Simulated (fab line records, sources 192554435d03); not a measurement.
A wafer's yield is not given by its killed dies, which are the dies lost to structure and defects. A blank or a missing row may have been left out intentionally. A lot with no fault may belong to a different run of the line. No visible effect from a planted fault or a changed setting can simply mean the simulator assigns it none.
The tool behind it: which one? ; flow n5_finfet ; 21 lots with 63 wafers sampled at 6 steps, on a route of 1938 steps

## WHAT THE GAUGES READ, wafer by wafer
The record holds no reading of a measuring or inspecting step that can be judged against a usual standard deviation.

## WHICH TOOL RAN EACH LOT (tool, then ch and the chambers of the sampled wafers, then the start)
lot;N5_FIN_SAQP_STRIP_70;N5_FIN_SAQP_MANDREL2_REMOVE_60;N5_FIN_CUT_STRIP_24;N5_FIN_CUT_CUT_ETCH_26;N5_FIN_CUT_STRIP_22;N5_STI_FIN_REVEAL_ALD_00
L074;rie_diel-01 ch 0,3, day 2 02:19;rie_si-05 ch 0,2,3, day 2 03:22;rie_diel-06 ch 1,2,3, day 2 05:02;rie_diel-06 ch 1,2,3, day 2 05:03;rie_diel-02 ch 0,1,2, day 2 05:35;ald_sin-01 ch 0,1,3, day 2 05:47
L075;rie_diel-04 ch 2,3, day 2 07:21;rie_si-02 ch 0,3, day 2 07:58;rie_diel-02 ch 0,1,2, day 2 09:38;rie_diel-02 ch 0,1,2, day 2 09:39;rie_diel-06 ch 1,3, day 2 09:58;ald_sin-01 ch 0,1,3, day 2 10:10
L076;rie_diel-01 ch 1,2,3, day 2 13:39;rie_si-04 ch 0,2,3, day 2 14:22;rie_diel-02 ch 1,2,3, day 2 16:17;rie_diel-02 ch 1,2,3, day 2 16:19;rie_diel-05 ch 3, day 2 16:37;ald_sin-04 ch 1,2,3, day 2 16:50
L077;rie_diel-01 ch 0,3, day 2 19:10;rie_si-05 ch 1,3, day 2 19:47;rie_diel-02 ch 2,3, day 2 21:26;rie_diel-02 ch 2,3, day 2 21:28;rie_diel-02 ch 0,2, day 2 21:47;ald_sin-04 ch 1,2,3, day 2 22:04
L078;rie_diel-03 ch 0,1,3, day 3 00:31;rie_si-04 ch 0,2,3, day 3 02:01;rie_diel-02 ch 0,1,2, day 3 03:44;rie_diel-02 ch 0,1,2, day 3 03:45;rie_diel-06 ch 1,2,3, day 3 04:11;ald_sin-01 ch 1,2,3, day 3 04:28
L079;rie_diel-03 ch 1,2,3, day 3 06:50;rie_si-05 ch 1,2, day 3 07:43;rie_diel-06 ch 1,3, day 3 09:30;rie_diel-06 ch 1,3, day 3 09:31;rie_diel-02 ch 0,2, day 3 09:52;ald_sin-02 ch 0,2,3, day 3 10:04
L080;rie_diel-03 ch 1,3, day 3 12:13;rie_si-04 ch 0,2, day 3 12:50;rie_diel-06 ch 0,2,3, day 3 14:23;rie_diel-06 ch 0,2,3, day 3 14:25;rie_diel-06 ch 1,2,3, day 3 14:46;ald_sin-02 ch 0,2,3, day 3 14:58
L082;rie_diel-01 ch 1,2, day 4 00:20;rie_si-02 ch 2,3, day 4 01:08;rie_diel-02 ch 0,1,2, day 4 02:46;rie_diel-02 ch 0,1,2, day 4 02:47;rie_diel-02 ch 0,2,3, day 4 03:06;ald_sin-02 ch 0,1,2, day 4 03:47
L083;rie_diel-01 ch 1,3, day 4 08:25;rie_si-02 ch 1,2,3, day 4 09:05;rie_diel-02 ch 1,3, day 4 11:14;rie_diel-02 ch 1,3, day 4 11:15;rie_diel-05 ch 2,3, day 4 11:37;ald_sin-04 ch 1,3, day 4 12:01
L084;rie_diel-03 ch 1,3, day 4 13:19;rie_si-04 ch 0,1,3, day 4 13:58;rie_diel-02 ch 0,1, day 4 15:33;rie_diel-02 ch 0,1, day 4 15:34;rie_diel-02 ch 0,1,3, day 4 15:53;ald_sin-01 ch 2,3, day 4 16:05
L085;rie_diel-01 ch 0,2,3, day 5 01:24;rie_si-04 ch 0,1,2, day 5 02:21;rie_diel-06 ch 1,3, day 5 04:00;rie_diel-06 ch 1,3, day 5 04:01;rie_diel-06 ch 0,1,2, day 5 04:24;ald_sin-02 ch 0,1, day 5 06:08
L086;rie_diel-04 ch 0,2, day 5 03:20;rie_si-04 ch 0,1, day 5 04:33;rie_diel-05 ch 2,3, day 5 06:14;rie_diel-05 ch 2,3, day 5 06:15;rie_diel-02 ch 0,2,3, day 5 06:41;ald_sin-02 ch 0,3, day 5 07:56
L087;rie_diel-03 ch 1,2,3, day 5 08:01;rie_si-05 ch 1,3, day 5 08:52;rie_diel-02 ch 0,2, day 5 10:55;rie_diel-02 ch 0,2, day 5 10:56;rie_diel-06 ch 0,1,3, day 5 11:16;ald_sin-02 ch 1,2, day 5 11:41
L088;rie_diel-04 ch 0,1,2, day 5 13:34;rie_si-02 ch 1,2,3, day 5 14:11;rie_diel-02 ch 0,2,3, day 5 15:54;rie_diel-02 ch 0,2,3, day 5 15:55;rie_diel-06 ch 1,2, day 5 16:14;ald_sin-02 ch 0,2,3, day 5 17:10
L090;rie_diel-03 ch 0,2,3, day 6 01:13;rie_si-04 ch 0,2, day 6 01:53;rie_diel-05 ch 0,1,2, day 6 03:31;rie_diel-05 ch 0,1,2, day 6 03:32;rie_diel-05 ch 1,2,3, day 6 03:52;ald_sin-04 ch 0,1,2, day 6 04:17
L091;rie_diel-04 ch 0,1,2, day 6 09:20;rie_si-04 ch 1,2,3, day 6 09:57;rie_diel-02 ch 0,1,2, day 6 11:55;rie_diel-02 ch 0,1,2, day 6 11:56;rie_diel-06 ch 0,1, day 6 12:23;ald_sin-04 ch 0,3, day 6 12:35
L093;rie_diel-04 ch 0,1, day 6 19:21;rie_si-02 ch 1,3, day 6 21:53;rie_diel-06 ch 1,2,3, day 7 00:32;rie_diel-06 ch 1,2,3, day 7 00:33;rie_diel-06 ch 0,1,3, day 7 00:52;ald_sin-04 ch 0,1,2, day 7 01:25
L094;rie_diel-03 ch 2,3, day 7 02:15;rie_si-05 ch 0,2, day 7 03:25;rie_diel-05 ch 0,1,3, day 7 04:56;rie_diel-05 ch 0,1,3, day 7 04:58;rie_diel-05 ch 0,1,3, day 7 05:17;ald_sin-04 ch 2,3, day 7 05:29
L095;rie_diel-01 ch 0,3, day 7 07:14;rie_si-05 ch 0,2, day 7 07:52;rie_diel-06 ch 1,2,3, day 7 09:24;rie_diel-06 ch 1,2,3, day 7 09:25;rie_diel-05 ch 1,2,3, day 7 09:44;ald_sin-02 ch 0,1, day 7 09:56
L096;rie_diel-04 ch 0,2, day 7 13:02;rie_si-04 ch 1,3, day 7 13:44;rie_diel-05 ch 0,2,3, day 7 15:21;rie_diel-05 ch 0,2,3, day 7 15:22;rie_diel-06 ch 1,3, day 7 15:41;ald_sin-04 ch 1,2,3, day 7 16:17
L097;rie_diel-03 ch 0,1,3, day 7 19:36;rie_si-02 ch 0,2,3, day 7 20:13;rie_diel-02 ch 0,1,3, day 7 21:53;rie_diel-02 ch 0,1,3, day 7 21:54;rie_diel-05 ch 0,2,3, day 7 22:15;ald_sin-02 ch 0,1,3, day 7 22:27
- N5_FIN_SAQP_STRIP_70: strips in N2/H2.
- N5_FIN_SAQP_MANDREL2_REMOVE_60: chemistry HBr/Cl2/O2, target a-Si, stops on SiNx, bt time 10 s.
- N5_FIN_CUT_STRIP_24: strips in CF4.
- N5_FIN_CUT_CUT_ETCH_26: etches SiNx in CH3F/O2, target depth 39 nm, time 55.7 s.
- N5_FIN_CUT_STRIP_22: strips in N2/H2.
- N5_STI_FIN_REVEAL_ALD_00: deposits SiO2, target thk 1 nm, pulse time 1 s.

## AS READ BY THE TOOLS THEMSELVES (means over the sampled wafers that have a number; for cases with no such wafer, the mark the record gives instead)
N5_FIN_SAQP_STRIP_70.
lot;tool;bias_power_w (W);drypump_motor_current_A (A);oes_product_au (a.u.);rf_vpp_V (V);showerhead_plenum_p_Torr (Torr);throttle_valve_pct (%)
L074;rie_diel-01;27.84;5.7;0.76;121.8;3.30;18.6
L075;rie_diel-04;28.11;5.3;0.91;122.7;3.28;18.3
L076;rie_diel-01;27.92;5.7;0.79;121.9;3.42;18.6
L077;rie_diel-01;28.01;5.5;0.74;122.3;3.40;18.7
L078;rie_diel-03;27.97;5.6;0.72;122.1;3.38;19.0
L079;rie_diel-03;28.01;5.4;0.70;122.5;3.41;19.1
L080;rie_diel-03;28.03;5.2;0.70;122.2;3.40;19.3
L082;rie_diel-01;27.86;5.8;0.84;122.1;3.39;18.4
L083;rie_diel-01;27.96;5.6;0.85;122.5;3.44;18.3
L084;rie_diel-03;28.03;5.2;0.70;123.0;3.40;19.3
L085;rie_diel-01;28.06;5.7;0.72;120.9;3.34;18.8
L086;rie_diel-04;28.02;5.9;0.80;121.9;3.28;18.3
L087;rie_diel-03;28.00;5.4;0.79;122.0;3.40;19.0
L088;rie_diel-04;28.04;5.7;0.87;122.1;3.28;18.5
L090;rie_diel-03;28.03;5.8;0.81;121.1;3.37;18.7
L091;rie_diel-04;28.01;5.7;0.85;121.6;3.28;18.5
L093;rie_diel-04;28.02;5.9;0.80;121.6;3.29;18.6
L094;rie_diel-03;27.89;5.5;0.77;121.7;3.37;19.0
L095;rie_diel-01;27.94;5.5;0.71;122.6;3.38;18.8
L096;rie_diel-04;28.03;5.7;0.82;122.9;3.26;18.2
L097;rie_diel-03;28.00;5.6;0.78;121.7;3.36;19.0

N5_FIN_SAQP_MANDREL2_REMOVE_60.
lot;tool;drypump_motor_current_A (A);oes_product_au (a.u.);throttle_valve_pct (%)
L074;rie_si-05;5.5;1.014;36.3
L075;rie_si-02;5.5;0.985;37.0
L076;rie_si-04;5.8;1.016;36.7
L077;rie_si-05;5.1;1.017;36.5
L078;rie_si-04;5.8;1.006;36.7
L079;rie_si-05;5.3;1.014;36.5
L080;rie_si-04;5.7;1.026;36.7
L082;rie_si-02;5.4;0.985;36.8
L083;rie_si-02;5.5;0.993;36.9
L084;rie_si-04;5.4;1.014;36.9
L085;rie_si-04;5.6;1.020;36.8
L086;rie_si-04;5.2;1.020;37.0
L087;rie_si-05;5.1;1.014;36.4
L088;rie_si-02;5.4;0.998;36.9
L090;rie_si-04;6.1;1.018;36.6
L091;rie_si-04;5.7;1.005;36.7
L093;rie_si-02;5.5;1.001;37.1
L094;rie_si-05;5.7;1.020;36.1
L095;rie_si-05;5.7;1.013;36.3
L096;rie_si-04;5.3;1.008;36.9
L097;rie_si-02;5.5;0.979;36.8

N5_FIN_CUT_STRIP_24.
lot;tool;bias_power_w (W);drypump_motor_current_A (A);oes_product_au (a.u.);rf_vpp_V (V);showerhead_plenum_p_Torr (Torr);throttle_valve_pct (%)
L074;rie_diel-06;74.85;6.0;0.74;270.7;1.80;13.52
L075;rie_diel-02;75.09;5.7;0.81;270.6;1.82;13.55
L076;rie_diel-02;74.98;6.0;0.84;270.5;1.80;13.43
L077;rie_diel-02;74.97;6.0;0.88;271.2;1.81;13.33
L078;rie_diel-02;74.99;5.7;0.80;271.4;1.82;13.55
L079;rie_diel-06;75.00;6.0;0.73;269.5;1.73;13.69
L080;rie_diel-06;74.92;6.1;0.81;272.0;1.82;13.41
L082;rie_diel-02;75.21;5.6;0.80;271.0;1.82;13.56
L083;rie_diel-02;75.04;6.1;0.81;270.0;1.75;13.39
L084;rie_diel-02;74.89;5.5;0.75;270.2;1.79;13.63
L085;rie_diel-06;74.96;6.2;0.70;270.2;1.75;13.59
L086;rie_diel-05;75.19;6.0;0.78;269.6;1.73;13.44
L087;rie_diel-02;74.91;5.5;0.83;272.6;1.87;13.56
L088;rie_diel-02;75.16;5.7;0.82;271.9;1.83;13.49
L090;rie_diel-05;75.05;5.6;0.78;271.7;1.71;13.45
L091;rie_diel-02;74.97;5.6;0.77;271.1;1.81;13.62
L093;rie_diel-06;75.14;5.9;0.82;270.9;1.78;13.41
L094;rie_diel-05;74.85;5.7;0.78;270.2;1.78;13.69
L095;rie_diel-06;75.37;5.9;0.81;271.5;1.78;13.43
L096;rie_diel-05;75.21;5.8;0.80;271.0;1.76;13.45
L097;rie_diel-02;75.05;5.8;0.76;269.8;1.76;13.56

N5_FIN_CUT_CUT_ETCH_26.
lot;tool;drypump_motor_current_A (A);oes_product_au (a.u.);rf_vpp_V (V);showerhead_plenum_p_Torr (Torr);throttle_valve_pct (%)
L074;rie_diel-06;6.0;0.75;294;2.00;16.30
L075;rie_diel-02;5.6;0.82;291;2.00;16.25
L076;rie_diel-02;5.9;0.85;297;2.00;16.20
L077;rie_diel-02;6.0;0.91;301;2.02;16.18
L078;rie_diel-02;5.6;0.82;291;2.00;16.26
L079;rie_diel-06;6.0;0.73;294;1.93;16.45
L080;rie_diel-06;6.1;0.82;292;2.04;16.17
L082;rie_diel-02;5.7;0.81;291;2.00;16.27
L083;rie_diel-02;6.1;0.84;296;1.94;16.18
L084;rie_diel-02;5.5;0.76;285;1.96;16.25
L085;rie_diel-06;6.2;0.71;292;1.95;16.34
L086;rie_diel-05;6.0;0.78;299;1.94;16.25
L087;rie_diel-02;5.5;0.84;295;2.08;16.30
L088;rie_diel-02;5.7;0.84;295;2.02;16.24
L090;rie_diel-05;5.7;0.81;293;1.91;16.28
L091;rie_diel-02;5.6;0.78;292;1.99;16.28
L093;rie_diel-06;6.0;0.82;293;1.99;16.21
L094;rie_diel-05;5.6;0.80;301;1.99;16.52
L095;rie_diel-06;6.0;0.81;294;1.99;16.20
L096;rie_diel-05;5.8;0.81;300;1.97;16.26
L097;rie_diel-02;5.8;0.77;291;1.94;16.26

N5_FIN_CUT_STRIP_22.
lot;tool;bias_power_w (W);drypump_motor_current_A (A);oes_product_au (a.u.);rf_vpp_V (V);showerhead_plenum_p_Torr (Torr);throttle_valve_pct (%)
L074;rie_diel-02;7.998;5.6;0.81;55.5;3.38;18.7
L075;rie_diel-06;7.983;6.2;0.71;55.7;3.29;18.9
L076;rie_diel-05;8.000;6.0;0.83;54.2;3.52;19.2
L077;rie_diel-02;7.996;5.5;0.88;53.9;3.51;18.8
L078;rie_diel-06;8.014;5.9;0.75;52.3;3.36;19.1
L079;rie_diel-02;7.994;5.5;0.86;52.7;3.50;18.8
L080;rie_diel-06;8.004;5.9;0.74;54.7;3.36;19.1
L082;rie_diel-02;8.013;5.7;0.86;53.7;3.40;18.7
L083;rie_diel-05;7.983;6.0;0.81;52.5;3.38;19.1
L084;rie_diel-02;8.021;5.8;0.79;54.0;3.26;18.6
L085;rie_diel-06;7.993;5.9;0.81;52.9;3.38;19.0
L086;rie_diel-02;8.002;5.7;0.85;56.5;3.39;18.7
L087;rie_diel-06;7.986;6.2;0.77;51.9;3.31;18.9
L088;rie_diel-06;8.010;5.7;0.77;53.0;3.42;19.3
L090;rie_diel-05;8.019;5.8;0.75;52.5;3.28;19.2
L091;rie_diel-06;7.996;5.9;0.78;54.7;3.27;19.0
L093;rie_diel-06;8.017;6.2;0.87;53.7;3.30;18.8
L094;rie_diel-05;7.996;5.6;0.80;53.0;3.32;19.0
L095;rie_diel-05;8.002;5.8;0.76;54.3;3.27;19.2
L096;rie_diel-06;7.985;6.2;0.87;54.9;3.27;18.7
L097;rie_diel-05;8.003;5.8;0.81;52.8;3.30;18.9

N5_STI_FIN_REVEAL_ALD_00.
lot;tool;heater_power_w (W);precursor_pulse_height_rel
L074;ald_sin-01;424;1.000
L075;ald_sin-01;418;1.001
L076;ald_sin-04;487;0.993
L077;ald_sin-04;488;1.021
L078;ald_sin-01;421;1.006
L079;ald_sin-02;459;0.998
L080;ald_sin-02;460;0.978
L082;ald_sin-02;484;1.008
L083;ald_sin-04;477;0.979
L084;ald_sin-01;447;1.005
L085;ald_sin-02;468;0.989
L086;ald_sin-02;446;1.007
L087;ald_sin-02;496;0.976
L088;ald_sin-02;466;0.998
L090;ald_sin-04;465;1.009
L091;ald_sin-04;468;0.983
L093;ald_sin-04;461;0.978
L094;ald_sin-04;510;0.983
L095;ald_sin-02;473;0.996
L096;ald_sin-04;492;1.005
L097;ald_sin-02;466;0.993

## THE ANSWER, worked out from the rows above alone
Rule: the usual values come from the lots themselves. The widest of any qualifying gaps counts: lots, ordered by their means at a reading, are off when they make up no more than a third of the lots, leave a main group of 4 or more, and stand apart from it by 3 or more times the standard deviation of that group's means. A main group whose means are all the same, to the digits that the tables above print for the reading, isn't used. A lot without any number at a reading at which 4 lots or more have one is off too. The other lots that the step has rows for count as sound. Order of review: gauges by route order, followed by the tools' own readings, for which a lot's mean as printed above is used. The first step at which some lot is off is used, and at that step the reading that is off furthest; a lot without a number counts as furthest.
Across all readings shown, no lot is off: no conclusion can be drawn from this.

## WHAT HAD BEEN PUT IN BY THE SIMULATOR
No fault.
